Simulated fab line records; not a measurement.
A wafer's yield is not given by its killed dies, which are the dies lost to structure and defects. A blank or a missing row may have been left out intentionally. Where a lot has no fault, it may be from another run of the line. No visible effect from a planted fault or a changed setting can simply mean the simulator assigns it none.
fab line records	flow n5_finfet
[record] lots = 7	wafers = 21
route steps=1938 shown BEOL_M12@1653 BEOL_M13@1659 BEOL_M14@1716 MIM_BOT_ETCH@1867 PASSIVATION@1929
start_h: start of the lot's first displayed wafer, in hours after the record's first day	wait_h: how many hours have passed since the lot's step before this one	" same as the row above	L1.1+2: a row that stands for several wafers	- no value, or no start was given	* or withheld: withheld	< > ~ a bound
route shown NAME@n: names a module that has steps shown in the file, with the first one's number in the route	usual: average and standard deviation across the fault-free wafers	same: alike in all rows	chamber/n: place in a boat	sites: each site's reading	_std_site: standard deviation of those values	_edge_site: the outer-site mean with the inner-site mean subtracted	radius_mm: for every site, how far away it sits from the centre of the wafer	mask NAME#n: copy n	behind: the most recent tool/chamber to have shaped the wafer	hold: cause of the lot's hold/its duration in hours/its outcome	device: the n, p or np transistor that did not switch	end of line: tests run on the same wafers once the route is complete	step lacking rows: just its recipe	killed: at the first sort, the dies lost to defects and structure; wafer yield is something else	map: a wafer's dies, x killed, . not, _ none there
set.NAME: the setting the step ran with; set.NAME@STEP: the setting that earlier step ran with	model.NAME: the simulator's own value behind a step, which no gauge read
one table per step and one row per wafer, for lots whose settings were changed on purpose
[[steps]]
[step N5_BEOL_M12_CMP_49]
[recipe] stop_on = SiOC	t_overpolish_s = 20.6	down_force_psi = 1	platen_rpm = 50	clearing_platen_down_force_psi = 1.5	clearing_platen_rpm = 50	post_cmp_clean = cu_alkaline	target_thk_nm = 320	clearing_platen_pad_velocity_m_s = 0.99484	pad_velocity_m_s = 0.99484
[usual] barrier_field_endpoint_s = 30.1/0.77
lot.wafer	tool	chamber	start_h	wait_h	set.down_force_psi	barrier_field_endpoint_s
L076.2	cmp-03	1	248.09	0.2	0.7826	38.4
L076.4	"	3	"	"	0.7826	40.7
L076.1	"	0	"	"	1	30.4
L079.1	cmp-02	0	275.84	0.3	1	29.5
L079.3	"	3	"	"	1	29.8
L079.6	"	1	"	"	1.107	27.4
L083.3	cmp-03	1	300.67	0.2	0.9051	32.6
L083.6	"	3	"	"	0.9051	33.6
L083.5	"	0	"	"	1	30.3
L088.2	cmp-01	2	318.10	0.2	1	31.3
L088.4	"	3	"	"	1	30.5
L088.3	"	1	"	"	1	30.1
L091.4	cmp-03	0	347.51	0.1	1	30.4
L091.1	"	3	"	"	1	31.1
L091.5	"	0	"	"	0.8688	34.6
L096.3	cmp-01	1	376.61	0.3	0.8219	38.8
L096.5	"	2	"	"	1	32.0
L096.6	"	3	"	"	0.8219	37.7
L097.2	cmp-02	2	394.85	0.2	1	29.8
L097.4	"	3	"	"	1	28.5
L097.5	"	1	"	"	1	29.1
[step N5_BEOL_M13_ILD_DEP_00]
[recipe] material = SiOC	target_thk_a = 8379.2	temp_c = 350	precursor = DEMS/O2	pressure_torr = 5	rf_w = 500	time_s = 166.4
lot.wafer	tool	chamber	start_h	wait_h	set.time_s	model.SiOC_of_BEOL_M13_ILD_DEP_00.thk_nm
L076.1	pecvd-04	0	248.60	0.0	166.4	829.2
L076.2	"	2	"	"	158.3	783.8
L076.4	"	1	"	"	166.4	849.4
L079.1	pecvd-04	0	276.32	0.0	166.4	829
L079.3	"	1	"	"	166.4	835
L079.6	"	2	"	"	166.4	840.2
L083.3	pecvd-02	2	301.08	0.0	166.4	834.8
L083.5	"	0	"	"	166.4	839.2
L083.6	"	2	"	"	158.7	804.6
L088.2	pecvd-01	0	318.59	0.0	166.4	820.4
L088.3	"	2	"	"	186.8	939.4
L088.4	"	1	"	"	166.4	837
L091.1	pecvd-01	0	348.00	0.0	166.4	833.6
L091.4	"	2	"	"	166.4	850.4
L091.5	"	0	"	"	159.6	805
L096.3	pecvd-04	2	377.06	0.1	146.6	721.8
L096.5	"	1	"	"	146.6	732.8
L096.6	"	2	"	"	166.4	830.4
L097.2	pecvd-04	1	395.29	0.0	166.4	815
L097.4	"	1	"	"	166.4	838
L097.5	"	2	"	"	166.4	830.8
[step N5_BEOL_M13_THK_MEAS_01]
[recipe] reads = SiOC_of_BEOL_M13_ILD_DEP_00
[usual] M13_ILD_THK = 837/9.9
lot.wafer	tool	chamber	start_h	wait_h	set.time_s@BEOL_M13_ILD_DEP_00	M13_ILD_THK[nm]
L076.1	film_metro-01	-	248.75	0.1	166.4	830
L076.2	"	-	"	"	158.3	783
L076.4	"	-	"	"	166.4	849
L079.1	film_metro-01	-	276.47	0.1	166.4	829
L079.3	"	-	"	"	166.4	835
L079.6	"	-	"	"	166.4	840
L083.3	film_metro-01	-	301.23	0.1	166.4	835
L083.5	"	-	"	"	166.4	839
L083.6	"	-	"	"	158.7	805
L088.2	film_metro-02	-	318.74	0.1	166.4	820
L088.3	"	-	"	"	186.8	939
L088.4	"	-	"	"	166.4	837
L091.1	film_metro-02	-	348.15	0.1	166.4	834
L091.4	"	-	"	"	166.4	850
L091.5	"	-	"	"	159.6	805
L096.3	film_metro-02	-	377.22	0.1	146.6	723
L096.5	"	-	"	"	146.6	733
L096.6	"	-	"	"	166.4	830
L097.2	film_metro-02	-	395.44	0.1	166.4	815
L097.4	"	-	"	"	166.4	838
L097.5	"	-	"	"	166.4	830
[step N5_BEOL_M13_COAT_58]
[recipe] resist = BARC	temp_c = 205	time_s = 60	spin_rpm = 1500	resist_thk_nm = 89
[step N5_BEOL_M13_COAT_04]
[recipe] spin_rpm = 1625	resist_thk_nm = 400
[step N5_BEOL_M13_DESCUM_15]
[recipe] chemistry = O2	time_s = 7.9	source_power_w = 50	bias_power_w = 20	pressure_mtorr = 20	rf_frequency_hz = 2.712e+07	temp_c = 40	o2_flow_sccm = 225
[step N5_BEOL_M13_ETCH_59]
[recipe] chemistry = N2/H2	target = BARC	target_depth_a = 890	overetch_a = 267	time_s = 67.9	ion_energy_ev = 200	pressure_mtorr = 30	source_w = 840	bias_w = 150	n2_flow_sccm = 200	h2_flow_sccm = 200
[step N5_BEOL_M13_VIA_ETCH_16]
[recipe] chemistry = C4F8/O2/Ar	target = SiOC	pressure_mtorr = 30	source_w = 3000	bias_w = 700	Ar_flow_sccm = 400	C4F8_flow_sccm = 15	O2_flow_sccm = 8	he_inner_torr = 15	he_outer_torr = 30	target_depth_a = 9217	time_s = withheld	ion_energy_ev = 250	ends = cleared
lot.wafer	tool	chamber	start_h	wait_h	set.time_s@BEOL_M13_ILD_DEP_00	model.etch.depth_nm	model.coat_of_BEOL_M13_COAT_04.thk_nm
L076.1	rie_diel-06	2	249.26	0.0	*	829.2	71.8
L076.2	"	0	"	"	*	783.7	87.4
L076.4	"	3	"	"	*	849.5	63.8
L079.1	rie_diel-01	1	276.95	0.0	*	829	70.8
L079.3	"	2	"	"	*	835	70
L079.6	"	3	"	"	*	840.2	69.2
L083.3	rie_diel-05	1	301.83	0.0	*	834.8	70
L083.5	"	1	"	"	*	839.2	66.8
L083.6	"	0	"	"	*	804.6	79.6
L088.2	rie_diel-05	2	319.22	0.0	*	820.4	76
L088.3	"	3	"	"	*	939.4	40
L088.4	"	1	"	"	*	837.1	70.6
L091.1	rie_diel-05	1	348.80	0.0	*	833.6	71
L091.4	"	2	"	"	*	850.5	65.6
L091.5	"	3	"	"	*	805.1	78.4
L096.3	rie_diel-01	3	377.69	0.0	*	721.9	102.8
L096.5	"	0	"	"	*	732.9	104
L096.6	"	1	"	"	*	830.3	71.8
L097.2	rie_diel-05	1	396.08	0.0	*	815	77.4
L097.4	"	0	"	"	*	838.1	71.8
L097.5	"	0	"	"	*	830.8	73.8
[step N5_BEOL_M13_STRIP_63]
[recipe] chemistry = N2/H2	power_w = 1000	temp_c = 250	h2_frac = 0.65	overash_fraction = 0.3	pressure_mtorr = 1000	n2_flow_sccm = 1750	h2_flow_sccm = 3250
[usual] strip_time_to_endpoint_s = 27.9/1
lot.wafer	tool	chamber	start_h	wait_h	set.time_s@BEOL_M13_ILD_DEP_00	strip_time_to_endpoint_s
L076.1	plasma_asher-01	0	249.50	-	166.4	28.2
L076.2	"	1	"	"	158.3	32.7
L076.4	"	0	"	"	166.4	25.8
L079.1	plasma_asher-02	0	277.21	-	166.4	27.9
L079.3	"	0	"	"	166.4	27.7
L079.6	"	1	"	"	166.4	27.5
L083.3	plasma_asher-01	1	302.09	-	166.4	27.7
L083.5	"	1	"	"	166.4	26.7
L083.6	"	0	"	"	158.7	30.4
L088.2	plasma_asher-02	0	319.45	-	166.4	29.4
L088.3	"	1	"	"	186.8	18.4
L088.4	"	0	"	"	166.4	27.9
L091.1	plasma_asher-01	1	349.10	-	166.4	28.0
L091.4	"	1	"	"	166.4	26.4
L091.5	"	0	"	"	159.6	30.1
L096.3	plasma_asher-01	1	377.95	-	146.6	37.0
L096.5	"	0	"	"	146.6	37.3
L096.6	"	1	"	"	166.4	28.2
L097.2	plasma_asher-01	1	396.32	-	166.4	29.8
L097.4	"	1	"	"	166.4	28.2
L097.5	"	0	"	"	166.4	28.8
[step N5_BEOL_M13_STRIP_64]
[recipe] chemistry = N2/H2	power_w = 1000	temp_c = 250	h2_frac = 0.65	overash_fraction = 0.3	pressure_mtorr = withheld	n2_flow_sccm = 1750	h2_flow_sccm = 3250
[step N5_BEOL_M13_STRIP_71]
[recipe] chemistry = post_etch_residue_remover	time_s = 60	temp_c = 25	remover_ph = withheld	remover_water_wt_pct = withheld	remover_fluoride_wt_pct = withheld
[step N5_BEOL_M13_STRIP_37]
[recipe] chemistry = N2/H2	power_w = 1000	temp_c = 250	h2_frac = 0.65	overash_fraction = 0.3	pressure_mtorr = withheld	n2_flow_sccm = 1750	h2_flow_sccm = 3250
[step N5_BEOL_M13_ETCH_38]
[recipe] chemistry = CF4/N2	target = SiCN	target_depth_a = 675	taper_deg = 2	time_s = 71.9	ion_energy_ev = 150	mask_material = SiO2	pressure_mtorr = 40	source_w = 430	bias_w = 70	Ar_flow_sccm = 100	cf4_flow_sccm = 60	n2_flow_sccm = 60
lot.wafer	tool	chamber	start_h	wait_h	set.time_s@BEOL_M13_ILD_DEP_00	model.SiOC_of_BEOL_M13_ILD_DEP_00.thk_nm
L076.1	rie_diel-06	1	252.47	-	166.4	783
L076.2	"	2	"	"	158.3	736.8
L076.4	"	3	"	"	166.4	800
L079.1	rie_diel-01	2	278.69	-	166.4	780
L079.3	"	3	"	"	166.4	786.4
L079.6	"	0	"	"	166.4	792.8
L083.3	rie_diel-05	1	304.82	-	166.4	784.4
L083.5	"	2	"	"	166.4	789.6
L083.6	"	1	"	"	158.7	754.6
L088.2	rie_diel-01	3	321.31	-	166.4	772.2
L088.3	"	1	"	"	186.8	890.4
L088.4	"	0	"	"	166.4	790.2
L091.1	rie_diel-05	1	351.85	-	166.4	783.8
L091.4	"	0	"	"	166.4	802
L091.5	"	2	"	"	159.6	756.2
L096.3	rie_diel-01	0	380.64	-	146.6	675
L096.5	"	0	"	"	146.6	686.2
L096.6	"	1	"	"	166.4	781.2
L097.2	rie_diel-05	3	400.62	-	166.4	765
L097.4	"	1	"	"	166.4	789.2
L097.5	"	2	"	"	166.4	781.8
[step N5_BEOL_M14_ILD_DEP_00]
[recipe] material = SiO2	target_thk_a = 11193	temp_c = 400	precursor = TEOS/O2	pressure_torr = 6.5	rf_w = 900	teos_flow_sccm = 161.4	gas = O2	flow_sccm = 2650	time_s = 237.4
lot.wafer	tool	chamber	start_h	wait_h	set.temp_c	model.SiO2_of_BEOL_M14_ILD_DEP_00.thk_nm
L076.1	pecvd-01	2	254.41	0.0	396.4	1114
L076.2	"	0	"	"	396.4	1121
L076.4	"	0	"	"	396.4	1136
L079.1	pecvd-01	1	280.30	0.0	400	1087
L079.3	"	0	"	"	393.9	1140
L079.6	"	2	"	"	393.9	1156
L083.3	pecvd-02	1	306.72	0.0	400	1106
L083.5	"	2	"	"	396.1	1138
L083.6	"	1	"	"	396.1	1164
L088.2	pecvd-01	2	323.72	0.0	400	1108
L088.3	"	1	"	"	403.5	1098
L088.4	"	1	"	"	400	1139
L091.1	pecvd-03	1	353.61	0.0	400	1129
L091.4	"	1	"	"	392.2	1202
L091.5	"	0	"	"	400	1139
L096.3	pecvd-03	2	382.43	0.0	398	1154
L096.5	"	2	"	"	398	1153
L096.6	"	1	"	"	398	1177
L097.2	pecvd-03	0	402.20	0.0	400	1101
L097.4	"	1	"	"	400	1123
L097.5	"	2	"	"	400	1126
[step N5_BEOL_M14_THK_MEAS_01]
[recipe] reads = SiO2_of_BEOL_M14_ILD_DEP_00
[usual] M14_ILD_THK = 1119/16
lot.wafer	tool	chamber	start_h	wait_h	set.temp_c@BEOL_M14_ILD_DEP_00	M14_ILD_THK[nm]
L076.1	film_metro-01	-	254.60	0.1	396.4	1114
L076.2	"	-	"	"	396.4	1122
L076.4	"	-	"	"	396.4	1137
L079.1	film_metro-02	-	280.49	0.1	400	1087
L079.3	"	-	"	"	393.9	1140
L079.6	"	-	"	"	393.9	1157
L083.3	film_metro-02	-	306.91	0.1	400	1106
L083.5	"	-	"	"	396.1	1137
L083.6	"	-	"	"	396.1	1164
L088.2	film_metro-02	-	323.91	0.1	400	1108
L088.3	"	-	"	"	403.5	1098
L088.4	"	-	"	"	400	1140
L091.1	film_metro-02	-	353.80	0.1	400	1129
L091.4	"	-	"	"	392.2	1201
L091.5	"	-	"	"	400	1138
L096.3	film_metro-02	-	382.63	0.1	398	1155
L096.5	"	-	"	"	398	1152
L096.6	"	-	"	"	398	1176
L097.2	film_metro-02	-	402.39	0.1	400	1101
L097.4	"	-	"	"	400	1123
L097.5	"	-	"	"	400	1126
[step N5_BEOL_M14_COAT_58]
[recipe] resist = BARC	temp_c = 205	time_s = 60	spin_rpm = 1500	resist_thk_nm = 89
[step N5_BEOL_M14_COAT_04]
[recipe] spin_rpm = 1704	resist_thk_nm = 800
[step N5_BEOL_M14_DESCUM_15]
[recipe] chemistry = O2	time_s = 7.9	source_power_w = 50	bias_power_w = 20	pressure_mtorr = 20	rf_frequency_hz = 2.712e+07	temp_c = 40	o2_flow_sccm = 225
[step N5_BEOL_M14_ETCH_59]
[recipe] chemistry = N2/H2	target = BARC	target_depth_a = 890	overetch_a = 267	time_s = 67.9	ion_energy_ev = 200	pressure_mtorr = 30	source_w = 840	bias_w = 150	n2_flow_sccm = 200	h2_flow_sccm = 200
[step N5_BEOL_M14_VIA_ETCH_16]
[recipe] chemistry = C4F8/O2/Ar	target = SiO2	he_inner_torr = 15	he_outer_torr = 30	target_depth_a = 12313	time_s = withheld	ion_energy_ev = 800	pressure_mtorr = 20	source_w = 1905	bias_w = 2040	Ar_flow_sccm = 400	C4F8_flow_sccm = 16	O2_flow_sccm = 12	ends = cleared
lot.wafer	tool	chamber	start_h	wait_h	set.temp_c@BEOL_M14_ILD_DEP_00	model.etch.depth_nm
L076.1	rie_diel-04	3	255.44	0.0	396.4	1114
L076.2	"	1	"	"	396.4	1121
L076.4	"	2	"	"	396.4	1136
L079.1	rie_diel-04	0	281.09	0.0	400	1087
L079.3	"	3	"	"	393.9	1140
L079.6	"	3	"	"	393.9	1156
L083.3	rie_diel-04	2	307.40	0.0	400	1106
L083.5	"	3	"	"	396.1	1138
L083.6	"	2	"	"	396.1	1164
L088.2	rie_diel-02	1	324.75	0.0	400	1108
L088.3	"	3	"	"	403.5	1098
L088.4	"	2	"	"	400	1139
L091.1	rie_diel-03	1	354.41	0.0	400	1129
L091.4	"	3	"	"	392.2	1202
L091.5	"	3	"	"	400	1139
L096.3	rie_diel-04	3	383.23	0.0	398	1154
L096.5	"	2	"	"	398	1153
L096.6	"	3	"	"	398	1177
L097.2	rie_diel-03	3	402.88	0.0	400	1101
L097.4	"	1	"	"	400	1123
L097.5	"	2	"	"	400	1126
[step N5_BEOL_M14_EXPOSE_25]
[recipe] mask_id = M14	na = 0.8	source_shape = annular	sigma_inner = 0.5	sigma_outer = 0.8	polarization = unpolarized	target_cd_nm = 280	dose_mj = 26.6
lot.wafer	tool	chamber	start_h	wait_h	mask	set.dose_mj
L076.1+2	krf_scanner-01	0	256.07	-	M14#0	26.6
L076.4	"	0	"	"	M14#0	27.9
L079.1	krf_scanner-01	0	281.73	-	M14#0	28.37
L079.3+6	"	0	"	"	M14#0	26.6
L083.3+5+6	krf_scanner-01	0	308.05	-	M14#0	25.09
L088.2+3+4	krf_scanner-02	0	325.26	-	M14#0	26.6
L091.1	krf_scanner-02	0	355.03	-	M14#0	28.02
L091.4+5	"	0	"	"	M14#0	26.6
L096.3	krf_scanner-01	0	383.87	-	M14#0	26.6
L096.5+6	"	0	"	"	M14#0	25.57
L097.2+4+5	krf_scanner-01	0	403.39	-	M14#0	26.6
[step N5_BEOL_M14_PEB_26]
[recipe] peb_temp_c = 130	peb_time_s = 90
[step N5_BEOL_M14_DEVELOP_27]
[recipe] develop_time_s = 45	rinse_liquid = diw	dry = air_spin	dev_temp_c = 21
[step N5_BEOL_M14_HARDBAKE_32]
[recipe] temp_c = 130	time_s = 120
[step N5_BEOL_M14_CD_MEAS_28]
[recipe] target_cd_nm = 284.4	landing_energy_ev = 500	detector = se_inlens
[usual] cd_nm = 283.5/1.7
lot.wafer	tool	chamber	start_h	wait_h	set.dose_mj@BEOL_M14_EXPOSE_25	cd_nm
L076.1	cd_sem-02	0	256.24	-	26.6	280.8
L076.2	"	0	"	"	26.6	283.8
L076.4	"	0	"	"	27.9	290.9
L079.1	cd_sem-02	0	281.90	-	28.37	295.0
L079.3	"	0	"	"	26.6	285.7
L079.6	"	0	"	"	26.6	281.3
L083.3	cd_sem-01	0	308.21	-	25.09	273.1
L083.5	"	0	"	"	25.09	271.3
L083.6	"	0	"	"	25.09	272.9
L088.2	cd_sem-03	0	325.43	-	26.6	282.9
L088.3	"	0	"	"	26.6	284.9
L088.4	"	0	"	"	26.6	284.6
L091.1	cd_sem-02	0	355.21	-	28.02	291.6
L091.4	"	0	"	"	26.6	284.1
L091.5	"	0	"	"	26.6	285.0
L096.3	cd_sem-01	0	384.04	-	26.6	285.7
L096.5	"	0	"	"	25.57	278.3
L096.6	"	0	"	"	25.57	280.2
L097.2	cd_sem-02	0	403.56	-	26.6	284.5
L097.4	"	0	"	"	26.6	285.5
L097.5	"	0	"	"	26.6	284.5
[step N5_BEOL_M14_DESCUM_33]
[recipe] chemistry = O2	time_s = 7.9	source_power_w = 50	bias_power_w = 20	pressure_mtorr = 20	rf_frequency_hz = 2.712e+07	temp_c = 40	o2_flow_sccm = 225
lot.wafer	tool	chamber	start_h	wait_h	set.time_s	set.dose_mj@BEOL_M14_EXPOSE_25	model.BEOL_M14.cd_nm
L076.1	rie_diel-03	1	256.39	0.1	7.9	26.6	280.8
L076.2	"	0	"	"	7.9	26.6	284
L076.4	"	1	"	"	8.854	27.9	291
L079.1	rie_diel-04	0	282.53	0.6	7.01	28.37	294.8
L079.3	"	1	"	"	7.9	26.6	285.4
L079.6	"	2	"	"	7.9	26.6	281.4
L083.3	rie_diel-03	1	308.60	0.3	7.9	25.09	273
L083.5	"	3	"	"	7.281	25.09	271.4
L083.6	"	0	"	"	7.9	25.09	272.8
L088.2	rie_diel-04	3	325.62	0.1	7.9	26.6	282.6
L088.3	"	2	"	"	7.9	26.6	285.4
L088.4	"	1	"	"	7.9	26.6	284.4
L091.1	rie_diel-03	3	355.30	0.0	7.9	28.02	292.2
L091.4	"	1	"	"	7.9	26.6	284.2
L091.5	"	2	"	"	7.9	26.6	285
L096.3	rie_diel-03	2	384.12	0.0	7.9	26.6	285.6
L096.5	"	3	"	"	8.893	25.57	278
L096.6	"	0	"	"	8.893	25.57	280.2
L097.2	rie_diel-02	1	403.68	0.1	7.9	26.6	284.8
L097.4	"	3	"	"	7.9	26.6	285.8
L097.5	"	1	"	"	7.9	26.6	284.6
[step N5_MIM_BOT_ETCH_ETCH_03]
[recipe] chemistry = Cl2/BCl3	target_depth_a = 120	pressure_mtorr = 8	icp_w = 800	bias_w = 100	Cl2_flow_sccm = 20	bcl3_flow_sccm = 80
lot.wafer	tool	chamber	start_h	wait_h	set.bias_w	model.etch.depth_nm
L076.1	rie_metal-02	1	269.43	0.1	94.73	11.84
L076.2	"	0	"	"	100	11.97
L076.4	"	0	"	"	94.73	11.59
L079.1	rie_metal-01	1	298.51	0.1	113.8	12.97
L079.3	"	0	"	"	113.8	12.9
L079.6	"	1	"	"	100	12.22
L083.3	rie_metal-01	1	322.86	0.1	85.97	11.72
L083.5	"	1	"	"	100	12.46
L083.6	"	0	"	"	85.97	11.69
L088.2	rie_metal-03	0	343.71	0.1	100	12.22
L088.3	"	0	"	"	100	12.07
L088.4	"	1	"	"	114.2	12.9
L091.1	rie_metal-01	0	368.02	0.1	100	12.35
L091.4	"	1	"	"	100	12.48
L091.5	"	1	"	"	100	12.44
L096.3	rie_metal-03	0	399.80	0.1	111.7	12.59
L096.5	"	1	"	"	100	12.18
L096.6	"	0	"	"	100	12.17
L097.2	rie_metal-01	1	424.60	0.1	100	12.45
L097.4	"	0	"	"	100	12.26
L097.5	"	0	"	"	100	12.19
[step N5_PASSIVATION_PASS_ETCH_47]
[recipe] chemistry = CF4/O2	target = SiNx	target_depth_a = 7700	time_s = 385	ion_energy_ev = 100	pressure_mtorr = 40	source_w = 535	bias_w = 49	Ar_flow_sccm = 100	cf4_flow_sccm = 100	O2_flow_sccm = 10
lot.wafer	tool	chamber	start_h	wait_h	set.time_s	model.etch.depth_nm
L076.1	rie_diel-02	3	276.26	0.0	385	780.5
L076.2	"	1	"	"	409.8	815.2
L076.4	"	1	"	"	409.8	807.9
L079.1	rie_diel-03	1	304.56	0.0	332	652.9
L079.3	"	3	"	"	332	654.9
L079.6	"	1	"	"	385	755.8
L083.3	rie_diel-03	2	328.26	0.0	346.5	693.6
L083.5	"	0	"	"	346.5	705.5
L083.6	"	1	"	"	385	767.2
L088.2	rie_diel-02	1	350.79	0.0	314.4	631.4
L088.3	"	2	"	"	314.4	632.8
L088.4	"	3	"	"	314.4	629.5
L091.1	rie_diel-03	3	373.00	0.0	385	753
L091.4	"	2	"	"	414.9	821.3
L091.5	"	3	"	"	385	756.3
L096.3	rie_diel-02	1	409.92	0.0	385	773
L096.5	"	1	"	"	385	767.8
L096.6	"	0	"	"	385	776.3
L097.2	rie_diel-03	0	431.15	0.0	385	775.5
L097.4	"	1	"	"	385	751.6
L097.5	"	0	"	"	385	774.6
[[key]]
[split] step = N5_BEOL_M12_CMP_49	setting = down_force_psi	stated = 1	by = wafer
[response] step = N5_BEOL_M12_CMP_49	reading = barrier_field_endpoint_s	change = -0.352	per = 1%	r = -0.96
[split] step = N5_BEOL_M13_ILD_DEP_00	setting = time_s	stated = 166.4	by = wafer
[response] step = N5_BEOL_M13_ILD_DEP_00	reading = model.SiOC_of_BEOL_M13_ILD_DEP_00.thk_nm	change = +8.92	per = 1%	r = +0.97
[response] step = N5_BEOL_M13_THK_MEAS_01	reading = M13_ILD_THK	change = +8.89	per = 1%	r = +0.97
[response] step = N5_BEOL_M13_VIA_ETCH_16	reading = model.etch.depth_nm	change = +8.91	per = 1%	r = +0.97
[response] step = N5_BEOL_M13_VIA_ETCH_16	reading = model.coat_of_BEOL_M13_COAT_04.thk_nm	change = -2.75	per = 1%	r = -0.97
[response] step = N5_BEOL_M13_STRIP_63	reading = strip_time_to_endpoint_s	change = *	per = 1%	r = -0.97
[response] step = N5_BEOL_M13_ETCH_38	reading = model.SiOC_of_BEOL_M13_ILD_DEP_00.thk_nm	change = +8.77	per = 1%	r = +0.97
[split] step = N5_BEOL_M14_ILD_DEP_00	setting = temp_c	stated = 400	by = wafer
[response] step = N5_BEOL_M14_ILD_DEP_00	reading = model.SiO2_of_BEOL_M14_ILD_DEP_00.thk_nm	change = -37.2	per = 1%	r = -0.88
[response] step = N5_BEOL_M14_THK_MEAS_01	reading = M14_ILD_THK	change = -37.1	per = 1%	r = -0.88
[response] step = N5_BEOL_M14_VIA_ETCH_16	reading = model.etch.depth_nm	change = -37.2	per = 1%	r = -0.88
[split] step = N5_BEOL_M14_EXPOSE_25	setting = dose_mj	stated = 26.6	by = wafer
[response] step = N5_BEOL_M14_CD_MEAS_28	reading = cd_nm	change = +1.62	per = 1%	r = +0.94
[response] step = N5_BEOL_M14_DESCUM_33	reading = model.BEOL_M14.cd_nm	change = +1.64	per = 1%	r = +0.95
[split] step = N5_BEOL_M14_DESCUM_33	setting = time_s	stated = 7.9	by = wafer
response none clear
[split] step = N5_MIM_BOT_ETCH_ETCH_03	setting = bias_w	stated = 100	by = wafer
[response] step = N5_MIM_BOT_ETCH_ETCH_03	reading = model.etch.depth_nm	change = +0.0497	per = 1%	r = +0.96
[split] step = N5_PASSIVATION_PASS_ETCH_47	setting = time_s	stated = 385	by = wafer
[response] step = N5_PASSIVATION_PASS_ETCH_47	reading = model.etch.depth_nm	change = +7.15	per = 1%	r = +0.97
